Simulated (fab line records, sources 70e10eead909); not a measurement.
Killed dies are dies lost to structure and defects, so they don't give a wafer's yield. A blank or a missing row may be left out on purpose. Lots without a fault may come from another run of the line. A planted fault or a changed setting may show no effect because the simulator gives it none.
Chamber matching | flow nand_harc | NHARC_P_M0_DEP_32 on pecvd-03: 3 sister chambers
The step deposits SiCN, target thk 30 nm. 22 wafers are shown with their chamber, then 11 later ones without.

WAFERS WITH THEIR CHAMBER
wafer  | chamber | heater_power_w (W)
L076.1 | 2       | 537
L076.3 | 1       | 605
L076.6 | 2       | 549
L080.1 | 0       | 538
L080.4 | 0       | 536
L080.6 | 1       | 581
L083.1 | 2       | 583
L083.3 | 1       | 572
L083.6 | 2       | 590
L082.1 | 1       | 587
L082.4 | 1       | 593
L082.5 | 0       | 507
L088.1 | 2       | 518
L088.2 | 1       | 577
L088.5 | 2       | 530
L085.1 | 1       | 519
L085.3 | 2       | 590
L085.4 | 1       | 517
L086.1 | 2       | 582
L086.2 | 1       | 547
L086.3 | 0       | 550
L089.1 | 1       | 617

SIGNATURES (means of the wafers above)
reading        | chamber 0 | chamber 1 | chamber 2 | scatter within a chamber
heater_power_w | 532.75    | 571.50    | 559.88    | 30.3
Rule: a wafer's distance from a chamber is the root of the sum, over the readings, of the square of ((its reading less the chamber's mean) divided by the reading's scatter). The wafer belongs to the nearest chamber; if the next one is less than 2 further off, it can't be placed. The scatter: the root of (the sum of the squares of (reading less its chamber's mean) over the shown wafers, divided by (wafers less chambers)).

WAFERS WITHOUT THEIR CHAMBER
wafer  | heater_power_w (W)
L089.2 | 585
L089.3 | 557
L089.4 | 554
L089.5 | 575
L089.6 | 611
L095.1 | 635
L095.2 | 573
L095.5 | 623
L097.1 | 592
L097.4 | 535
L097.6 | 586

WHICH CHAMBER EACH WENT THROUGH
wafer  | from the rows above          | in truth
L089.2 | can't be placed: 1 or 2 or 0 | 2
L089.3 | can't be placed: 2 or 1 or 0 | 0
L089.4 | can't be placed: 2 or 1 or 0 | 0
L089.5 | can't be placed: 1 or 2 or 0 | 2
L089.6 | can't be placed: 1 or 2 or 0 | 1
L095.1 | can't be placed: 1 or 2 or 0 | 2
L095.2 | can't be placed: 1 or 2 or 0 | 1
L095.5 | can't be placed: 1 or 2 or 0 | 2
L097.1 | can't be placed: 1 or 2 or 0 | 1
L097.4 | can't be placed: 0 or 2 or 1 | 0
L097.6 | can't be placed: 1 or 2 or 0 | 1
Placed correctly: 0 of 11. Can't be placed from these rows: 11 (the true chamber is among the candidates in 11). Placed wrongly: 0.
